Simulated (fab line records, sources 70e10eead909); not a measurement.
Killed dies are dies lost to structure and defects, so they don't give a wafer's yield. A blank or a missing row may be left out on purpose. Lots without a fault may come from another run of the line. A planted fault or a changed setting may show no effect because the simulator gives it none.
Which tool did it? | flow nand_harc | 12 lots, 36 wafers sampled, at 6 steps of a route of 1302

WHAT THE GAUGES READ, wafer by wafer
NHARC_P_GATE_CD_MEAS_59: target cd 720 nm. Usual: cd_nm 719.6 nm, standard deviation 1.3.
lot  | measured     | on        | cd_nm (nm)        | flag
L305 | day 5 19:02  | cd_sem-01 | 721.1 720.5 719.1 |
L307 | day 6 12:43  | cd_sem-01 | 719.0 720.0 719.9 |
L308 | day 7 00:22  | cd_sem-03 | 718.1 717.4 716.7 |
L309 | day 7 01:02  | cd_sem-02 | 774.7 776.2 774.7 | OFF
L318 | day 10 22:10 | cd_sem-01 | 719.0 719.2 718.4 |
L319 | day 11 14:20 | cd_sem-02 | 720.1 719.5 718.7 |
L320 | day 11 13:51 | cd_sem-03 | 720.4 720.8 721.4 |
L321 | day 12 12:08 | cd_sem-03 | 718.1 717.7 719.1 |
L322 | day 12 14:02 | cd_sem-03 | 718.7 720.6 718.7 |
L323 | day 12 22:43 | cd_sem-01 | 721.5 721.0 719.2 |
L324 | day 13 10:09 | cd_sem-03 | 721.4 720.8 719.2 |
L325 | day 14 02:08 | cd_sem-03 | 720.4 719.6 718.7 |

NHARC_END_SORT_01. Usual: killed_at_array 59, standard deviation 19; killed_at_other 0.6, standard deviation 0.85; killed_at_periphery 3.8, standard deviation 2.5; killed_dies 64, standard deviation 19; killed_open 3.3, standard deviation 1.8; killed_short 2.2, standard deviation 1.6.
lot  | measured     | on        | killed_at_array | killed_at_other | killed_at_periphery | killed_dies | killed_open | killed_short | flag
L309 | day 26 07:30 | prober-01 | 89              | 0               | 2                   | 91          | 1           | 5            |
L318 | day 30 05:44 | prober-02 | 76              | 0               | 2                   | 78          | 5           | 2            |
L319 | day 30 11:58 | prober-02 | 41 39 32        | 0 0 0           | 2 3 2               | 43 42 34    | 3 2 1       | 2 1 2        |
L320 | day 30 05:54 | prober-01 | 68 75 69        | 0 0 2           | 2 2 5               | 70 77 76    | 3 1 3       | 0 2 5        |

WHICH TOOL RAN EACH LOT (tool, then ch and the chambers of the sampled wafers, then the start)
lot  | NHARC_P_GATE_HM_DEP_102       | NHARC_P_GATE_EXPOSE_56            | NHARC_P_GATE_DESCUM_93             | NHARC_P_GATE_STRIP_113
L305 | acl_dep-01 ch 0, day 5 04:23  | krf_scanner-01 ch 0, day 5 18:53  | rie_diel-01 ch 0,2, day 5 20:47    | plasma_asher-01 ch 0, day 5 21:10
L307 | acl_dep-03 ch 0, day 5 21:53  | krf_scanner-01 ch 0, day 6 12:34  | rie_diel-01 ch 0,2,3, day 6 14:28  | plasma_asher-02 ch 0,1, day 6 14:50
L308 | acl_dep-02 ch 0, day 6 09:28  | krf_scanner-01 ch 0, day 7 00:13  | rie_diel-01 ch 1,3, day 7 02:07    | plasma_asher-01 ch 0,1, day 7 02:34
L309 | acl_dep-02 ch 0, day 6 10:19  | krf_scanner-02 ch 0, day 7 00:53  | rie_diel-01 ch 1,2,3, day 7 02:55  | plasma_asher-02 ch 0,1, day 7 03:38
L318 | acl_dep-02 ch 0, day 10 05:21 | krf_scanner-02 ch 0, day 10 22:01 | rie_diel-09 ch 1,2,3, day 11 00:04 | plasma_asher-01 ch 0,1, day 11 00:38
L319 | acl_dep-02 ch 0, day 10 23:01 | krf_scanner-03 ch 0, day 11 14:11 | rie_diel-01 ch 0,1, day 11 16:13   | plasma_asher-01 ch 0,1, day 11 17:03
L320 | acl_dep-01 ch 0, day 10 23:08 | krf_scanner-02 ch 0, day 11 13:42 | rie_diel-09 ch 0,2,3, day 11 15:46 | plasma_asher-01 ch 0,1, day 11 16:30
L321 | acl_dep-01 ch 0, day 11 21:28 | krf_scanner-03 ch 0, day 12 11:59 | rie_diel-12 ch 1,2, day 12 14:01   | plasma_asher-02 ch 0,1, day 12 14:29
L322 | acl_dep-03 ch 0, day 11 23:10 | krf_scanner-01 ch 0, day 12 13:53 | rie_diel-01 ch 1,3, day 12 15:56   | plasma_asher-02 ch 0,1, day 12 16:25
L323 | acl_dep-03 ch 0, day 12 07:55 | krf_scanner-03 ch 0, day 12 22:34 | rie_diel-01 ch 1,3, day 13 00:29   | plasma_asher-01 ch 0,1, day 13 00:50
L324 | acl_dep-03 ch 0, day 12 19:06 | krf_scanner-01 ch 0, day 13 10:00 | rie_diel-09 ch 0,2,3, day 13 12:03 | plasma_asher-02 ch 0,1, day 13 12:27
L325 | acl_dep-02 ch 0, day 13 11:05 | krf_scanner-02 ch 0, day 14 01:58 | rie_diel-09 ch 1,3, day 14 03:54   | plasma_asher-02 ch 0,1, day 14 04:16
- NHARC_P_GATE_HM_DEP_102: deposits aC, target thk 120 nm.
- NHARC_P_GATE_EXPOSE_56: exposes mask P PSD, target cd 720 nm.
- NHARC_P_GATE_DESCUM_93: chemistry O2, time 3 s.
- NHARC_P_GATE_STRIP_113: strips in N2/H2, time 740 s.

WHAT THE TOOLS THEMSELVES READ (means of the sampled wafers that have a number; where no wafer has one, the mark that the record gives instead)
NHARC_P_GATE_HM_DEP_102. Usual: throttle_valve_pct 34.999 %, standard deviation 0.0095.
lot  | tool       | throttle_valve_pct (%) | flag
L305 | acl_dep-01 | 34.997                 |
L307 | acl_dep-03 | 35.005                 |
L308 | acl_dep-02 | 35.004                 |
L309 | acl_dep-02 | 34.999                 |
L318 | acl_dep-02 | 35.009                 |
L319 | acl_dep-02 | 34.999                 |
L320 | acl_dep-01 | 34.996                 |
L321 | acl_dep-01 | 34.993                 |
L322 | acl_dep-03 | 35.001                 |
L323 | acl_dep-03 | 34.989                 |
L324 | acl_dep-03 | 34.997                 |
L325 | acl_dep-02 | 35.000                 |

NHARC_P_GATE_DESCUM_93. Usual: drypump_motor_current_A 5.8 A, standard deviation 0.53; oes_product_au 1.002 a.u., standard deviation 0.0073; rf_vpp_V 58.0 V, standard deviation 0.87; showerhead_plenum_p_Torr 1.96 Torr, standard deviation 0.079; throttle_valve_pct 11.312 %, standard deviation 0.0083.
lot  | tool        | drypump_motor_current_A (A) | oes_product_au (a.u.) | rf_vpp_V (V) | showerhead_plenum_p_Torr (Torr) | throttle_valve_pct (%) | flag
L305 | rie_diel-01 | 5.1                         | 1.005                 | 58.5         | 1.99                            | 11.324                 |
L307 | rie_diel-01 | 5.6                         | 1.009                 | 58.2         | 1.95                            | 11.309                 |
L308 | rie_diel-01 | 6.1                         | 1.006                 | 58.1         | 1.96                            | 11.305                 |
L309 | rie_diel-01 | 5.8                         | 1.001                 | 58.0         | 1.95                            | 11.307                 |
L318 | rie_diel-09 | 6.3                         | 0.997                 | 57.9         | 1.93                            | 11.310                 |
L319 | rie_diel-01 | 5.1                         | 0.997                 | 58.6         | 2.03                            | 11.311                 |
L320 | rie_diel-09 | 6.0                         | 0.997                 | 57.1         | 2.00                            | 11.304                 |
L321 | rie_diel-12 | 5.7                         | 1.008                 | 57.8         | 1.94                            | 11.312                 |
L322 | rie_diel-01 | 5.8                         | 0.993                 | 58.8         | 2.00                            | 11.322                 |
L323 | rie_diel-01 | 5.8                         | 1.005                 | 58.0         | 2.00                            | 11.307                 |
L324 | rie_diel-09 | 6.0                         | 0.996                 | 58.5         | 2.00                            | 11.311                 |
L325 | rie_diel-09 | 6.4                         | 0.997                 | 58.8         | 1.96                            | 11.309                 |

NHARC_P_GATE_STRIP_113. Usual: drypump_motor_current_A 5.6 A, standard deviation 0.41; heater_power_w 96.7 W, standard deviation 2.9.
lot  | tool            | drypump_motor_current_A (A) | heater_power_w (W) | flag
L305 | plasma_asher-01 | 5.5                         | 98.4               |
L307 | plasma_asher-02 | 5.3                         | 98.6               |
L308 | plasma_asher-01 | 5.8                         | 94.4               |
L309 | plasma_asher-02 | 5.7                         | 97.6               |
L318 | plasma_asher-01 | 5.6                         | 97.6               |
L319 | plasma_asher-01 | 5.7                         | 94.7               |
L320 | plasma_asher-01 | 5.6                         | 96.2               |
L321 | plasma_asher-02 | 5.7                         | 98.0               |
L322 | plasma_asher-02 | 5.7                         | 98.4               |
L323 | plasma_asher-01 | 5.6                         | 97.0               |
L324 | plasma_asher-02 | 5.3                         | 98.1               |
L325 | plasma_asher-02 | 5.3                         | 98.6               |

THE ANSWER, worked out from the rows above alone
Rule: a lot is off if the mean of its wafers that have a number lies more than 3 standard deviations from the usual mean. A lot without any number at a reading at which 4 lots or more have one is off too. The other lots that the step has rows for count as sound. The gauges are gone through in route order, then the tools' own readings, and for those a lot's mean is taken as printed above. The first step at which some lot is off is used, and at that step the reading that is off furthest; a lot without a number counts as furthest.
Off: L309, at NHARC_P_GATE_CD_MEAS_59 (cd_nm).
A tool fits if, at a process step before that reading, it ran every lot that is off, and no sound lot after the first of them. The gauges at NHARC_P_GATE_CD_MEAS_59 are tried like those tools. None of those tried fits.

WHAT THE SIMULATOR HAD PUT IN
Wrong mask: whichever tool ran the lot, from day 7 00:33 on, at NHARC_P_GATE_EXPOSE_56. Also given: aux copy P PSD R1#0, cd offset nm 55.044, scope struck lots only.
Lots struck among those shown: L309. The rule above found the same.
